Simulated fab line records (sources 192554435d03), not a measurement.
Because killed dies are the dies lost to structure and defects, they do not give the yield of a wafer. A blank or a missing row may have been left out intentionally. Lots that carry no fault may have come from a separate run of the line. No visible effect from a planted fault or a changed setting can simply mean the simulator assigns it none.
8D (eight disciplines) problem report, filled in by code ; flow n5Finfet ; the parts of the form that need people (team, actions taken, sign-off) are left out

== 1. THE PROBLEM ==
On 2 wafers of 1 lot, killed_at_M0_to_M3 at N5_PASSIVATION_PROBE_49 has a mean of 124; fault-free wafers read 33, standard deviation 8.9. Relative to the usual mean, that is a shift of +10 standard deviations.
First observed at day 17 12:40: wafer L338.2, on prober-02. The record holds 9 wafers of 3 lots with a number at this step. By rule, "out" or "out of limits" means more than 4 standard deviations away from the usual mean. The rest of the wafers with a number are treated as sound.

== 2. WHAT IT IS, WHAT IT ISN'T ==
question;is;is not
which readings at this step;killed_at_M0_to_M3, defectLimitedYield, killedDies, sort_bin_5_function, sortNPass, sortYieldPct;killed_at_M4_up, killedAtContacts, killedAtFrontEnd, killedAtOther, killedOpen, killedShort, sort_bin_6_memory
which lots;L338;L321, L325
which wafers of those lots;L338.2, L338.6;L338.1
read on which tools;prober-02;prober-01
when;from day 17 12:40;up to then (7 sound wafers)

== 3. SUSPECTS, AND WHAT RULES EACH OUT ==
Counting: a tool at a process step up to the reading stays a suspect if it ran every lot that is out. Sound lots after the first of them don't rule it out here, since some wafers of a struck lot are sound.
- pvdSputter-01 at N5_BEOL_M0_SPUTTER_116 (material Cu, target thk 4 nm, time 7.37 s): kept. It processed L338, the lot that is out, at day 11 12:55, and its most recent sound lot before then was L321 at day 6 18:47.
- rieDiel-05 at N5_BEOL_M15_DESCUM_33 (chemistry O2, time 7.9 s): kept. It ran the lot that is out, L338 (day 16 12:41).
- rieDiel-04 at N5_PASSIVATION_DESCUM_32 (chemistry O2, time 7.9 s): kept. It processed L338, the lot that is out, at day 17 07:41, and its most recent sound lot before then was L325 at day 14 00:56.
- rieDiel-06 at N5_PASSIVATION_STRIP_48 (strips in O2): kept. It processed L338, the lot that is out, at day 17 10:07, and its most recent sound lot before then was L325 at day 14 03:25.
- prober-02 at N5_PASSIVATION_PROBE_49: kept. It processed L338, the lot that is out, at day 17 12:37, and its most recent sound lot before then was L321 at day 12 22:31. Its own readings are out on those wafers: defectLimitedYield, killed_at_M0_to_M3, killedDies, sort_bin_5_function, sortNPass, sortYieldPct.
- Within rieDiel-05 at N5_BEOL_M15_DESCUM_33: the wafers that are out ran in chambers 1, 2; their sound lot-mates ran in chamber 0.
- At N5_PASSIVATION_DESCUM_32 on rieDiel-04, chamber 2 took the sound wafers of the same lots and chamber 0 took the wafers that are out.
- At N5_PASSIVATION_STRIP_48 on rieDiel-06, chamber 1 took the sound wafers of the same lots and chamber 2 took the wafers that are out.
Left after counting: pvdSputter-01 at N5_BEOL_M0_SPUTTER_116, rieDiel-05 at N5_BEOL_M15_DESCUM_33, rieDiel-04 at N5_PASSIVATION_DESCUM_32, rieDiel-06 at N5_PASSIVATION_STRIP_48, prober-02 at N5_PASSIVATION_PROBE_49.

== 4. THE CAUSE (what the simulator had put in) ==
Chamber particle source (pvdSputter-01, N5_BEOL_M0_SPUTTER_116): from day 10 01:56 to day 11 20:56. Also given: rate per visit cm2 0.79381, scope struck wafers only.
Of the 5 suspects that counting leaves, this tool is one.

== 5. THE CHAIN OF EFFECTS, in route order ==
One row per reading whose mean, taken over the struck wafers that have a number, lies over 3 standard deviations from the usual. Only readings for which the record gives a usual standard deviation are gone through. hours: the time from each lot's start at the first step in this table that gives one to its start at this step, as a median over the lots. sigmas: the change in usual standard deviations.
hours;step;reading;usual;on struck wafers;change;sigmas
0;N5_PASSIVATION_PROBE_49;defectLimitedYield;91.3 %;83.8;-7.5;-5.7
0;N5_PASSIVATION_PROBE_49;killed_at_M0_to_M3;33;124;+92;+10
0;N5_PASSIVATION_PROBE_49;killedDies;102;190;+88;+5.9
0;N5_PASSIVATION_PROBE_49;killedOnRim;13;28;+15;+4.1
0;N5_PASSIVATION_PROBE_49;sort_bin_5_function;5.1 %;10.3;+5.2;+5.9
0;N5_PASSIVATION_PROBE_49;sortNPass;1078;990;-88;-5.9
0;N5_PASSIVATION_PROBE_49;sortYieldPct;91.3 %;83.8;-7.5;-5.7
Process steps it contains:
- N5_PASSIVATION_PROBE_49

== 6. WHAT WOULD HAVE CAUGHT IT SOONER ==
First out-of-limits reading in this record: day 17 12:40, which is 179 hours after fault onset at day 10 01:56.
No tool reading at N5_BEOL_M0_SPUTTER_116 that has a usual standard deviation in the record was out on any struck wafer, so an alarm limit of 4 standard deviations on those readings would not have fired.
Each of the lots that are out, 1 in all, had begun N5_BEOL_M0_SPUTTER_116 on pvdSputter-01 no later than day 17 12:40. None of them would have been spared by holding the tool at that moment.
